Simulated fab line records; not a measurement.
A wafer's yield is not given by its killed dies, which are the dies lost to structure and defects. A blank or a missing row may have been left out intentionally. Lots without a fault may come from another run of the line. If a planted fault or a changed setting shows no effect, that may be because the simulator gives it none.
Chamber matching | flow nand harc | 4 sister chambers for NHARC_P_BONDPAD_STRIP_15 on rie diel-07
The step strips in O2. 27 wafers are shown with their chamber, then 12 later ones without.

== WAFERS PAIRED WITH THEIR CHAMBERS ==
wafer  | chamber | showerhead plenum p Torr (Torr) | drypump motor current A (A) | oes product au (a.u.)
L074.1 | 2       | 3.30                            | 5.6                         | 0.994
L074.3 | 3       | 3.40                            | 5.3                         | 0.995
L074.6 | 1       | 3.52                            | 5.5                         | 0.993
L076.1 | 3       | 3.40                            | 5.3                         | 0.980
L076.3 | 0       | 3.73                            | 5.9                         | 0.996
L076.5 | 2       | 3.30                            | 5.6                         | 0.987
L077.2 | 0       | 3.73                            | 5.9                         | 1.006
L077.3 | 2       | 3.30                            | 5.6                         | 0.998
L077.5 | 0       | 3.73                            | 5.9                         | 0.993
L079.3 | 2       | 3.30                            | 5.6                         | 0.983
L079.5 | 1       | 3.52                            | 5.5                         | 1.004
L079.6 | 2       | 3.30                            | 5.6                         | 0.987
L081.1 | 1       | 3.52                            | 5.5                         | 1.003
L081.2 | 2       | 3.30                            | 5.6                         | 1.003
L081.5 | 3       | 3.40                            | 5.3                         | 0.975
L083.1 | 0       | 3.73                            | 5.9                         | 1.006
L083.2 | 3       | 3.40                            | 5.3                         | 0.987
L083.4 | 2       | 3.30                            | 5.6                         | 0.997
L086.1 | 0       | 3.73                            | 5.9                         | 0.995
L086.2 | 2       | 3.30                            | 5.7                         | 1.005
L086.4 | 3       | 3.40                            | 5.3                         | 0.984
L086.3 | 1       | 3.51                            | 5.5                         | 0.997
L086.5 | 1       | 3.51                            | 5.5                         | 0.993
L086.6 | 0       | 3.73                            | 5.9                         | 0.991
L092.1 | 3       | 3.40                            | 5.3                         | 1.002
L092.3 | 0       | 3.72                            | 5.9                         | 1.012
L092.4 | 1       | 3.51                            | 5.5                         | 1.038

SIGNATURES (means of the wafers above)
reading                  | chamber 0 | chamber 1 | chamber 2 | chamber 3 | scatter within a chamber
showerhead plenum p Torr | 3.7286    | 3.5150    | 3.3000    | 3.4000    | 0.0032
drypump motor current A  | 5.900     | 5.500     | 5.612     | 5.300     | 0.0195
oes product au           | 0.99986   | 1.00467   | 0.99425   | 0.98717   | 0.011
Rule: a wafer's distance from a chamber is the root of the sum, over the readings, of the square of ((its reading less the chamber's mean) divided by the reading's scatter). If the next closest chamber is less than 2 further off than the closest, the wafer can't be placed; otherwise it belongs to the closest. The scatter: take each reading less its chamber's mean, square it, sum over the shown wafers, divide by the number of wafers less the number of chambers, and take the root.

== WAFERS WITH NO CHAMBER GIVEN ==
wafer  | showerhead plenum p Torr (Torr) | drypump motor current A (A) | oes product au (a.u.)
L096.1 | 3.72                            | 5.9                         | 1.007
L096.4 | 3.29                            | 5.6                         | 0.991
L096.6 | 3.51                            | 5.5                         | 1.017
L096.2 | 3.40                            | 5.3                         | 0.996
L096.3 | 3.51                            | 5.5                         | 1.031
L096.5 | 3.72                            | 5.9                         | 1.003
L095.1 | 3.40                            | 5.3                         | 0.995
L095.2 | 3.51                            | 5.5                         | 1.031
L095.5 | 3.40                            | 5.3                         | 0.996
L097.1 | 3.29                            | 5.6                         | 0.999
L097.3 | 3.72                            | 5.9                         | 1.002
L097.5 | 3.29                            | 5.7                         | 0.999

== THE CHAMBER EACH PASSED THROUGH ==
wafer  | from the rows above | in truth
L096.1 | 0                   | 0
L096.4 | 2                   | 2
L096.6 | 1                   | 1
L096.2 | 3                   | 3
L096.3 | 1                   | 1
L096.5 | 0                   | 0
L095.1 | 3                   | 3
L095.2 | 1                   | 1
L095.5 | 3                   | 3
L097.1 | 2                   | 2
L097.3 | 0                   | 0
L097.5 | 2                   | 2
Correctly placed: 12 of 12. Can't be placed from these rows: 0. Wrongly placed: 0.
